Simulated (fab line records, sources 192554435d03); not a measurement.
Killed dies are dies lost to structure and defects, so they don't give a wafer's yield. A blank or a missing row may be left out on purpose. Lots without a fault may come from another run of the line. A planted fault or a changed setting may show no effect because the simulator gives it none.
Chamber matching | flow n5_finfet | N5_BEOL_M0_SAQP_ETCH_107 on rie_diel-06: 4 sister chambers
The step etches SiNx in CH3F/O2, target depth 30 nm. 14 wafers are shown with their chamber, then 7 later ones without.

WAFERS WITH THEIR CHAMBER
wafer  | chamber | showerhead_plenum_p_Torr (Torr) | drypump_motor_current_A (A) | throttle_valve_pct (%)
L074.1 | 1       | 1.92                            | 5.8                         | 16.06
L074.2 | 0       | 2.06                            | 6.5                         | 16.06
L074.6 | 0       | 2.06                            | 6.4                         | 16.07
L083.1 | 2       | 1.91                            | 6.7                         | 16.61
L083.4 | 1       | 1.92                            | 5.8                         | 16.08
L083.5 | 0       | 2.05                            | 6.4                         | 16.09
L084.4 | 3       | 2.08                            | 5.5                         | 16.56
L084.5 | 1       | 1.92                            | 5.8                         | 16.08
L084.6 | 0       | 2.05                            | 6.4                         | 16.12
L086.2 | 2       | 1.91                            | 6.7                         | 16.62
L086.3 | 0       | 2.05                            | 6.4                         | 16.11
L086.4 | 1       | 1.92                            | 5.8                         | 16.09
L087.2 | 1       | 1.92                            | 5.8                         | 16.08
L087.3 | 2       | 1.91                            | 6.7                         | 16.61

SIGNATURES (means of the wafers above)
reading                  | chamber 0 | chamber 1 | chamber 2 | chamber 3 | scatter within a chamber
showerhead_plenum_p_Torr | 2.0540    | 1.9200    | 1.9100    | 2.0800    | 0.00346
drypump_motor_current_A  | 6.420     | 5.800     | 6.700     | 5.500     | 0.0283
throttle_valve_pct       | 16.0900   | 16.0780   | 16.6133   | 16.5600   | 0.0177
Rule: a wafer's distance from a chamber is the root of the sum, over the readings, of the square of ((its reading less the chamber's mean) divided by the reading's scatter). The wafer belongs to the nearest chamber; if the next one is less than 2 further off, it can't be placed. The scatter: the root of (the sum of the squares of (reading less its chamber's mean) over the shown wafers, divided by (wafers less chambers)).

WAFERS WITHOUT THEIR CHAMBER
wafer  | showerhead_plenum_p_Torr (Torr) | drypump_motor_current_A (A) | throttle_valve_pct (%)
L087.4 | 2.08                            | 5.5                         | 16.55
L089.2 | 1.92                            | 5.8                         | 16.10
L089.4 | 1.91                            | 5.8                         | 16.09
L089.5 | 2.05                            | 6.5                         | 16.12
L097.2 | 2.07                            | 5.6                         | 16.57
L097.4 | 1.90                            | 6.7                         | 16.66
L097.6 | 2.07                            | 5.6                         | 16.59

WHICH CHAMBER EACH WENT THROUGH
wafer  | from the rows above | in truth
L087.4 | 3                   | 3
L089.2 | 1                   | 1
L089.4 | 1                   | 1
L089.5 | 0                   | 0
L097.2 | 3                   | 3
L097.4 | 2                   | 2
L097.6 | 3                   | 3
Placed correctly: 7 of 7. Can't be placed from these rows: 0. Placed wrongly: 0.
